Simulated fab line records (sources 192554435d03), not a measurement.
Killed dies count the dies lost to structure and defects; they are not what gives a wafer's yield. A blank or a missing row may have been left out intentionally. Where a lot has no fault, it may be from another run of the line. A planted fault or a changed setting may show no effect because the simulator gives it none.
fab line records | flow n5Finfet
record: lots: 6 wafers: 18 lastDay: 17
route steps=1938 shown BEOL_M13@1674
lots with no fault: from the same line, run without faults
startH: start of the lot's first displayed wafer, in hours after the record's first day | waitH: hours from the lot's prior step to this one | " unchanged from the row above | L1.1+2: a single row standing in for several wafers | - no value present, or no start provided | * or withheld: withheld | < > ~ a bound
route shown NAME@n: a module of which the file shows steps, and the number in the route of the first | usual: mean and standard deviation over wafers with no fault | same: alike in all rows | chamber/n: place in a boat | sites: per-site readings | _std_site: standard deviation across them | _edge_site: the outer-site mean with the inner-site mean subtracted | radiusMm: how far each site lies from the wafer's centre | mask NAME#n: copy n | behind: the most recent tool/chamber to have shaped the wafer | hold: what put the lot on hold/how long, in hours/how the hold closed | device: the transistor (n, p or np) that didn't switch | end of line: the same wafers' tests at the end of the route | step lacking rows: just its recipe | killed: not the wafer's yield, but the dies lost to structure and defects at the first sort | map: dies across one wafer; x = killed, . = not, _ = none there
set.NAME: the setting that was run; set.NAME@STEP: the one run at that earlier step | model.NAME: the simulator's own value behind a step, which no gauge read
lots at selected steps of the route; one table per step, one row per wafer
services: from which hour (startH, from the record's first day; less than 0 if before it) a tool's chamber was out of use, for how many hours, and why
== steps ==
step: N5_BEOL_M13_VIA_ETCH_16
recipe: chemistry: C4F8/O2/Ar target: SiOC pressureMtorr: 30 sourceW: 3000 biasW: 700 Ar_flow_sccm: 400 C4F8_flow_sccm: 15 O2_flow_sccm: 8 heInnerTorr: 15 heOuterTorr: 30 targetDepthA: 9217 timeS: withheld ionEnergyEv: 250 ends: cleared
usual: drypumpMotorCurrentA: 5.6/0.32 oesProductAu: 0.70/0.081 rfVppV: 662/4.2 showerheadPlenumPTorr: 3.31/0.14 throttleValvePct: 24.06/0.23
columns lot.wafer tool chamber startH waitH drypumpMotorCurrentA oesProductAu rfVppV showerheadPlenumPTorr throttleValvePct
L542.2 rieDiel-03 3 246.44 0.0 5.3 0.62 660 3.25 24.27
L542.3 " 2 " " 5.4 0.68 657 3.18 24.07
L542.6 " 0 " " 5.5 0.67 658 3.16 24.27
L548.2 rieDiel-04 0 278.52 0.0 5.2 0.86 664 3.34 23.71
L548.3 " 2 " " 5.8 0.65 658 3.16 24.15
L548.4 " 1 " " 5.1 0.62 661 3.24 24.51
L549.2 rieDiel-04 3 283.04 0.0 6.0 0.67 661 3.28 23.93
L549.3 " 2 " " 5.8 0.65 658 3.16 24.15
L549.4 " 2 " " 5.8 0.64 657 3.16 24.15
L557.3 rieDiel-03 1 358.38 0.0 6.1 0.74 663 3.31 23.96
L557.5 " 2 " " 5.4 0.65 658 3.16 24.11
L557.6 " 0 " " 5.4 0.66 659 3.15 24.31
L561.1 rieDiel-03 1 373.43 0.0 6.1 0.74 662 3.30 23.98
L561.3 " 0 " " 5.5 0.65 657 3.14 24.31
L561.5 " 3 " " 5.3 0.90 671 3.63 24.06
L560.1 rieDiel-01 0 380.42 0.0 5.8 0.68 666 3.43 23.89
L560.2 " 3 " " 5.5 0.64 657 3.14 24.46
L560.3 " 1 " " 6.0 0.62 669 3.51 24.02
step: N5_BEOL_M13_STRIP_63
recipe: chemistry: N2/H2 powerW: 1000 tempC: 250 h2Frac: 0.65 overashFraction: 0.3 pressureMtorr: 1000 n2FlowSccm: 1750 h2FlowSccm: 3250
usual: drypumpMotorCurrentA: 5.6/0.46 heaterPowerW: 310/38 oesProductAu: 0.674/0.0051 stripTimeToEndpointS: 27.7/0.97
columns lot.wafer tool chamber startH waitH drypumpMotorCurrentA heaterPowerW oesProductAu rfHoursCounterH stripTimeToEndpointS
L542.2 plasmaAsher-02 1 246.68 - 6.0 301 0.680 74 29.4
L542.3 " 0 " " 5.3 394 0.669 - 28.6
L542.6 " 0 " " 5.3 387 0.672 - 28.1
L548.2 plasmaAsher-01 0 278.76 - 5.1 289 0.673 124 28.0
L548.3 " 0 " " 5.1 295 0.667 - 28.0
L548.4 " 1 " " 6.2 287 0.671 - 27.3
L549.2 plasmaAsher-01 0 283.28 - 5.1 287 0.685 126 29.1
L549.3 " 0 " " 5.1 293 0.674 - 29.6
L549.4 " 1 " " 6.2 288 0.681 - 27.7
L557.3 plasmaAsher-01 1 358.63 - 6.1 284 0.660 - 26.9
L557.5 " 1 " " 6.2 285 0.676 - 26.9
L557.6 " 0 " " 5.1 290 0.675 - 25.8
L561.1 plasmaAsher-02 1 373.67 - 5.9 306 0.675 96 27.7
L561.3 " 1 " " 6.0 305 0.671 - 28.6
L561.5 " 1 " " 5.9 307 0.664 - 25.8
L560.1 plasmaAsher-02 0 380.66 - 5.3 394 0.683 98 28.4
L560.2 " 1 " " 6.0 307 0.680 98 28.8
L560.3 " 1 " " 6.0 306 0.681 - 28.3
step: N5_BEOL_M13_STRIP_64
recipe: chemistry: N2/H2 powerW: 1000 tempC: 250 h2Frac: 0.65 overashFraction: 0.3 pressureMtorr: withheld n2FlowSccm: 1750 h2FlowSccm: 3250
usual: drypumpMotorCurrentA: 5.6/0.45 heaterPowerW: 309/38 oesProductAu: 0.715/0.0046 stripTimeToEndpointS: 31.29/0.083
columns lot.wafer tool chamber startH waitH drypumpMotorCurrentA heaterPowerW oesProductAu rfHoursCounterH stripTimeToEndpointS
L542.2 plasmaAsher-02 1 246.74 0.0 5.9 309 0.718 74 31.35
L542.3 " 0 " " 5.3 384 0.717 - 31.35
L542.6 " 0 " " 5.3 379 0.717 - 31.39
L548.2 plasmaAsher-01 0 278.82 0.0 5.1 293 0.707 125 31.39
L548.3 " 0 " " 5.1 294 0.706 - 31.30
L548.4 " 1 " " 6.1 277 0.709 - 31.39
L549.2 plasmaAsher-01 0 283.34 0.0 5.1 289 0.712 126 31.28
L549.3 " 0 " " 5.1 293 0.710 - 31.32
L549.4 " 1 " " 6.2 291 0.715 - 31.28
L557.3 plasmaAsher-01 1 358.69 0.0 6.2 281 0.712 - 31.34
L557.5 " 1 " " 6.1 284 0.713 - 31.36
L557.6 " 0 " " 5.1 290 0.713 - 31.30
L561.1 plasmaAsher-02 1 373.73 0.0 6.0 302 0.713 96 31.16
L561.3 " 1 " " 5.9 308 0.711 - 31.29
L561.5 " 1 " " 6.0 297 0.716 - 31.22
L560.1 plasmaAsher-02 0 380.72 0.0 5.3 386 0.720 98 31.17
L560.2 " 1 " " 5.9 296 0.711 98 31.11
L560.3 " 1 " " 5.9 301 0.708 - 31.13
step: N5_BEOL_M13_STRIP_71
recipe: chemistry: postEtchResidueRemover timeS: 60 tempC: 25 removerPh: withheld removerWaterWtPct: withheld removerFluorideWtPct: withheld
step: N5_BEOL_M13_SRD_72
recipe: timeS: 30 tempC: 23 rinseLiquid: diw dry: n2Spin spinRpm: 1500 dryTimeS: 30
step: N5_BEOL_M13_CD_MEAS_17
recipe: targetCdNm: 190 polarity: opening
usual: cdNm: 189.9/1.3
columns lot.wafer tool chamber startH waitH cdNm
L542.2 cdSem-01 - 246.89 0.0 190.9
L542.3 " - " " 190.9
L542.6 " - " " 190.5
L548.2 cdSem-02 - 279.00 0.0 189.1
L548.3 " - " " 190.3
L548.4 " - " " 189.1
L549.2 cdSem-02 - 283.49 0.0 190.9
L549.3 " - " " 191.8
L549.4 " - " " 191.1
L557.3 cdSem-03 - 358.82 0.0 188.4
L557.5 " - " " 189.3
L557.6 " - " " 188.5
L561.1 cdSem-02 - 373.87 0.0 189.2
L561.3 " - " " 188.5
L561.5 " - " " 189.9
L560.1 cdSem-02 - 380.87 0.0 189.5
L560.2 " - " " 189.6
L560.3 " - " " 188.7
step: N5_BEOL_M13_COAT_65
recipe: resist: SOC tempC: 250 timeS: 60 spinRpm: 1500 resistThkNm: 350
step: N5_BEOL_M13_COAT_66
recipe: resist: SiARC tempC: 220 timeS: 60 spinRpm: 1500 resistThkNm: 110
step: N5_BEOL_M13_COAT_22
recipe: spinRpm: 2888 resistThkNm: 300
step: N5_BEOL_M13_EBR_24
recipe: solvent: PGMEA ebrWidthMm: 1.5
step: N5_BEOL_M13_SOFTBAKE_23
recipe: tempC: 130 timeS: 60
step: N5_BEOL_M13_EXPOSE_25
recipe: maskId: M13 na: 0.93 sourceShape: conventional sigmaOuter: 0.4 polarization: unpolarized targetCdNm: 210 doseMj: 22
step: N5_BEOL_M13_PEB_26
recipe: pebTempC: 130 pebTimeS: 90
usual: chillPlateTempC: 22.99/0.11 exhaustPa: 44.9/0.95 heaterPowerTotalW: 172.5/0.77 pebTimeS: 90/0
columns lot.wafer tool chamber startH waitH chillPlateTempC exhaustPa heaterPowerTotalW pebTimeS
L542.2 lithoTrack-02 0 247.22 0.0 22.94 46.4 172.7 90
L542.3 " 0 " " 23.01 45.3 172.7 90
L542.6 " 0 " " 23.02 44.9 172.3 90
L548.2 lithoTrack-03 - 279.21 0.0 - - - -
L548.3 " - " " - - - -
L548.4 " - " " - - - -
L549.2 lithoTrack-03 - 283.82 0.0 - - - -
L549.3 " - " " - - - -
L549.4 " - " " - - - -
L557.3 lithoTrack-02 0 359.03 0.0 23.07 43.9 173.0 90
L557.5 " 0 " " 23.15 45.3 173.7 90
L557.6 " 0 " " 23.07 44.3 173.9 90
L561.1 lithoTrack-03 0 374.08 0.1 23.19 44.8 172.7 90
L561.3 " 0 " " 23.12 44.9 172.6 90
L561.5 " 0 " " 23.26 43.9 172.4 90
L560.1 lithoTrack-04 0 381.08 0.1 22.92 46.3 171.7 90
L560.2 " 0 " " 22.93 46.5 173.5 90
L560.3 " 0 " " 23.00 46.8 172.3 90
step: N5_BEOL_M13_DEVELOP_27
recipe: developTimeS: 45 rinseLiquid: diw dry: airSpin devTempC: 21
== services ==
columns tool chamber startH hours kind
rieDiel-01 3 230.17 3.4 repair
rieDiel-04 0 234.21 - clean
rieDiel-04 0 234.21 - consumableReplace:focusRing
rieDiel-04 0 234.21 20.6 scheduledDown
rieDiel-04 0 234.21 20.6 ventCycle
rieDiel-04 - 254.83 0.1 repair
rieDiel-01 2 256.39 8.1 repair
plasmaAsher-02 - 260.71 14.6 pm
rieDiel-01 1 260.87 12.6 repair
rieDiel-04 1 281.16 - clean
rieDiel-04 1 281.16 - consumableReplace:focusRing
rieDiel-04 1 281.16 - consumableReplace:showerhead
rieDiel-04 1 281.16 22.7 scheduledDown
rieDiel-04 1 281.16 22.7 ventCycle
rieDiel-03 1 285.68 6.9 repair
plasmaAsher-01 - 299.05 0.9 repair
rieDiel-03 3 353.36 - clean
rieDiel-03 3 353.36 - consumableReplace:focusRing
rieDiel-03 3 353.36 - consumableReplace:showerhead
rieDiel-03 3 353.36 18.9 scheduledDown
rieDiel-03 3 353.36 18.9 ventCycle
rieDiel-01 2 359.98 1.5 repair
plasmaAsher-01 - 378.40 3.0 repair
rieDiel-01 0 380.89 8.4 repair
== key ==
firstSign: step: N5_BEOL_M13_PEB_26 reading: toolRecord direction: missing
effect none on later readings
metAt N5_BEOL_M13_PEB_26
struckWafers L548.2,L548.3,L548.4,L549.2,L549.3,L549.4
laterRowsLeftOut L548.2,L548.3,L548.4,L549.2,L549.3,L549.4
sortLeftOut L548.2,L548.3,L548.4,L549.2,L549.3,L549.4
fault: kind: skippedStepWhole tool: lithoTrack-03 chamber: - onsetH: 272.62 steps: N5_BEOL_M13_PEB_26 scope: struckLotsOnly
sortLeftOut: the simulated sort isn't trusted on such a fault, so these wafers' sort isn't shown, and their yield isn't known
laterRowsLeftOut: the simulator's readings of these wafers behind a module that went badly wrong aren't trusted and aren't shown, but for the sort
